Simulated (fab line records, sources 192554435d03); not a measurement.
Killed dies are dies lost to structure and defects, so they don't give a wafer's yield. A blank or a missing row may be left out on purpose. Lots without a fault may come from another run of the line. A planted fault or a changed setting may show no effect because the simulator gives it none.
Split-lot experiment | flow n5_finfet | 7 lots, 21 wafers read, on a route of 1938 steps

THE SPLIT
At N5_MOL_CONTACT_COAG_COAT_34 (resist thk 40 nm), the setting spin_rpm was moved away from the recipe's 1500 rpm on 11 of the 21 wafers read, by -7.9% to +10.7%. The other wafers ran this setting at the recipe's value.

FROM THE SPLIT TO THE READING: what the file shows between them, 2 steps
- N5_MOL_CONTACT_COAG_EBR_36
- N5_MOL_CONTACT_COAG_SOFTBAKE_35: time 60 s

THE READING
CAR-EUV_of_MOL_CONTACT_COAG_COAT_34.thk_nm (the simulator's own value, which no gauge read), in nm, at N5_MOL_CONTACT_COAG_DESCUM_45 (chemistry O2, time 7 s). The file gives no usual value for it. The 10 wafers here that ran the recipe average 36.1 nm, standard deviation 0.098 nm.

wafer  | tool, chamber at the split | spin_rpm as run, rpm | against the recipe | CAR-EUV_of_MOL_CONTACT_COAG_COAT_34.thk_nm, nm | against lot-mates on the recipe
L074.1 | litho_track-03, 0          | 1610                 | +7.3%              | 34.6                                           | -1.4
L074.3 | litho_track-03, 0          | 1610                 | +7.3%              | 34.6                                           | -1.4
L074.5 | litho_track-03, 0          | 1500                 | recipe             | 36                                             | -
L076.1 | litho_track-03, 0          | 1392                 | -7.2%              | 37.4                                           | +1.4
L076.6 | litho_track-03, 0          | 1392                 | -7.2%              | 37.4                                           | +1.4
L076.4 | litho_track-03, 0          | 1500                 | recipe             | 36                                             | -
L077.1 | litho_track-03, 0          | 1500                 | recipe             | 36                                             | -
L077.2 | litho_track-03, 0          | 1381                 | -7.9%              | 37.8                                           | +1.8
L077.4 | litho_track-03, 0          | 1381                 | -7.9%              | 37.8                                           | +1.8
L079.1 | litho_track-03, 0          | 1500                 | recipe             | 36                                             | -
L079.6 | litho_track-03, 0          | 1500                 | recipe             | 36                                             | -
L079.2 | litho_track-03, 0          | 1660                 | +10.7%             | 34                                             | -2.0
L083.1 | litho_track-03, 0          | 1500                 | recipe             | 36.2                                           | -
L083.2 | litho_track-03, 0          | 1660                 | +10.7%             | 34.2                                           | -2.0
L083.5 | litho_track-03, 0          | 1660                 | +10.7%             | 34.2                                           | -2.0
L086.2 | litho_track-01, 0          | 1500                 | recipe             | 36.2                                           | -
L086.3 | litho_track-01, 0          | 1500                 | recipe             | 36.2                                           | -
L086.6 | litho_track-01, 0          | 1500                 | recipe             | 36.2                                           | -
L087.1 | litho_track-04, 0          | 1560                 | +4.0%              | 35.2                                           | -0.8
L087.6 | litho_track-04, 0          | 1560                 | +4.0%              | 35.2                                           | -0.8
L087.3 | litho_track-04, 0          | 1500                 | recipe             | 36                                             | -

THE FIT
A straight line over all 21 wafers: CAR-EUV_of_MOL_CONTACT_COAG_COAT_34.thk_nm changes by -0.194 nm for each +1% of spin_rpm; r = -0.99; the points scatter about the line by 0.12 nm.
The same after taking each lot's own level away (the mean of its wafers on the recipe; 21 wafers): -0.198 nm for each +1%; r = -1.00; scatter 0.078 nm.
On that fit, the largest move of spin_rpm shifts the reading by 2.1 nm.
The lots' own levels span 36.00 to 36.20 nm, that is 2.0 times the standard deviation above.
So the lot-to-lot level changes the slope little: the two slopes agree.
Check: with one of the wafers moved furthest among these (+10.7%) left out of the fit, the line predicts -2.09 nm for it against its lot-mates. It came out at -2 nm against them.

OTHER SPLITS ON THESE WAFERS
These wafers also went through other splits before the reading. Each is held against what the fit with the lots' levels taken away leaves over:
other split on the same wafers       | wafers away from the commonest value | r with CAR-EUV_of_MOL_CONTACT_COAG_COAT_34.thk_nm (lot level and that fit taken away)
N5_MOL_CONTACT_COAG_COAT_64 spin_rpm | 3                                    | -0.13

THE WHOLE CHAIN: every reading that the file lists as answering this split, in the file's order
step                          | what it does           | reading                                                                                     | change (the file's fit)               | r (the file's)
N5_MOL_CONTACT_COAG_COAT_34   | resist thk 40 nm       | CAR-EUV_of_MOL_CONTACT_COAG_COAT_34.thk_nm (the simulator's own value, which no gauge read) | -0.189 nm for each +1% of the setting | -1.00
N5_MOL_CONTACT_COAG_DESCUM_45 | chemistry O2, time 7 s | CAR-EUV_of_MOL_CONTACT_COAG_COAT_34.thk_nm (the simulator's own value, which no gauge read) | -0.195 nm for each +1% of the setting | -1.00

THE FILE'S OWN FIT
CAR-EUV_of_MOL_CONTACT_COAG_COAT_34.thk_nm changes by -0.195 nm for each +1% of spin_rpm, r = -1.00.
